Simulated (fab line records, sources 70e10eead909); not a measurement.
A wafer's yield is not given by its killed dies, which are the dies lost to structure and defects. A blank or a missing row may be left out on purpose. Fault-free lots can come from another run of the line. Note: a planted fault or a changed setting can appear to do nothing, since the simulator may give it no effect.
Comparing a struck lot with a sound one ; flow nand-harc ; 14 out of 1159 route steps
Sound: the wafers L688.2, L688.3, L688.6. Wafers L695.1, L695.4, L695.6 were the ones struck. At the end, the cause is stated.
For every step that has rows: the tool of each side, followed by ch and its chambers, followed by its first start. Under that, the readings that differ: sound wafers ; struck wafers ; difference of the means ; sigmas: that difference in standard deviations of wafers without a fault.
alike: readings whose means differ by less than 2 such deviations, and words and numbers that are the same on both sides. not compared: withheld readings, readings that some wafer has no value for, bounds like >300 that may hide the same value, and numbers for which the record gives no deviation and whose values overlap.
Wherever a step has rows on one side only, a row that says differs or no value, or a row with sigmas, the two part there. Numbers that don't overlap but have no deviation are shown without sigmas and don't part them. A reading missing from all wafers of one side parts the sides only when that side holds two or more wafers.

first, 4 steps without rows for these wafers: NHARC_A_CONTACT_EBR_04; NHARC_A_CONTACT_EXPOSE_05 (exposes mask A CC); NHARC_A_CONTACT_PEB_06 (peb time 65 s); NHARC_A_CONTACT_DEVELOP_07 (develop time 35 s).
NHARC_A_CONTACT_CD_MEAS_08 targets a cd of 100 nm.
  sound on cd-sem-02 ch 0, day 19 12:48; struck on cd-sem-01 ch 0, day 22 02:01
  alike: cd-nm
NHARC_A_CONTACT_OVL_MEAS_09:
  sound on overlay-02, day 19 12:53; struck on overlay-02, day 22 02:06
  alike: overlay-x-nm, overlay-y-nm
NHARC_A_CONTACT_INSPECT_10:
  sound on defect-inspect-02, day 19 12:55; struck on defect-inspect-01, day 22 02:08
  alike: raw-defect-count
NHARC_A_CONTACT_DESCUM_13: chemistry O2, time 3 s.
  sound on rie-diel-08 ch 1,3, day 19 13:02; struck on rie-diel-13 ch 1,3, day 22 02:12
  alike: drypump-motor-current-A, oes-product-au, rf-vpp-V, showerhead-plenum-p-Torr, throttle-valve-pct
  not compared: rf-hours-counter-h
NHARC_A_CONTACT_ETCH_88: etches the open film in CF4, target depth 39 nm, time 65 s.
  sound on rie-diel-08 ch 2,3, day 19 13:08; struck on rie-diel-13 ch 0,1, day 22 02:20
  alike: bias-w, cf4-flow-sccm, drypump-motor-current-A, oes-product-au, rf-vpp-V, showerhead-plenum-p-Torr, throttle-valve-pct
  not compared: rf-hours-counter-h
NHARC_A_CONTACT_ETCH_89: etches the open film in N2/H2, target depth 260 nm, time 475.3 s.
  sound on rie-diel-08 ch 0,1; struck on rie-diel-13 ch 0,2
  alike: bias-w, chamber-pressure-mTorr, drypump-motor-current-A, oes-product-au, rf-vpp-V, showerhead-plenum-p-Torr, throttle-valve-pct
  not compared: rf-hours-counter-h
then, 1 step without rows for these wafers: NHARC_A_CONTACT_ETCH_30 (etches the open film in CF4/CHF3, target depth 60.5 nm, time 30.2 s).
NHARC_A_CONTACT_ETCH_31: etches the open film in O2/COS, target depth 2000 nm, time 520 s.
  sound on rie-diel-08 ch 0,1,3; struck on rie-diel-13 ch 0,1,2
  alike: bias-w, chamber-pressure-mTorr, drypump-motor-current-A, oes-product-au, rf-vpp-V, showerhead-plenum-p-Torr, throttle-valve-pct
  not compared: rf-hours-counter-h
NHARC_A_CONTACT_ETCH_134: etches the open film in C4F8/O2/Ar, time 140 s, target depth 700 nm.
  sound on har-cap-etch-03 ch 0,1, day 19 14:05; struck on har-cap-etch-03 ch 0,1, day 22 03:14
  no value came back on the struck wafers for chamber-pressure-mTorr (mTorr), oes-air-line-au (a.u.); on the sound wafers chamber-pressure-mTorr (mTorr) reads 19.995 19.998 20.013
  not compared: rf-hours-counter-h
NHARC_A_CONTACT_ETCH_135: etches the open film in C4F8/O2/Ar, time 132 s, target depth 1287 nm.
  sound on har-cap-etch-03 ch 0,1, day 19 14:17; struck on har-cap-etch-03 ch 0,1, day 22 03:26
  alike: chamber-pressure-mTorr, oes-air-line-au
  not compared: rf-hours-counter-h

## WHERE THEY PART
NHARC_A_CONTACT_ETCH_134 only, going by this record. Later steps at which nothing parts them and some readings are alike: NHARC_A_CONTACT_ETCH_135.

WHY: the cause the simulator had injected
Skipped step whole: har-cap-etch-03, from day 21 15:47 on, at NHARC_A_CONTACT_ETCH_134. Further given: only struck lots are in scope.
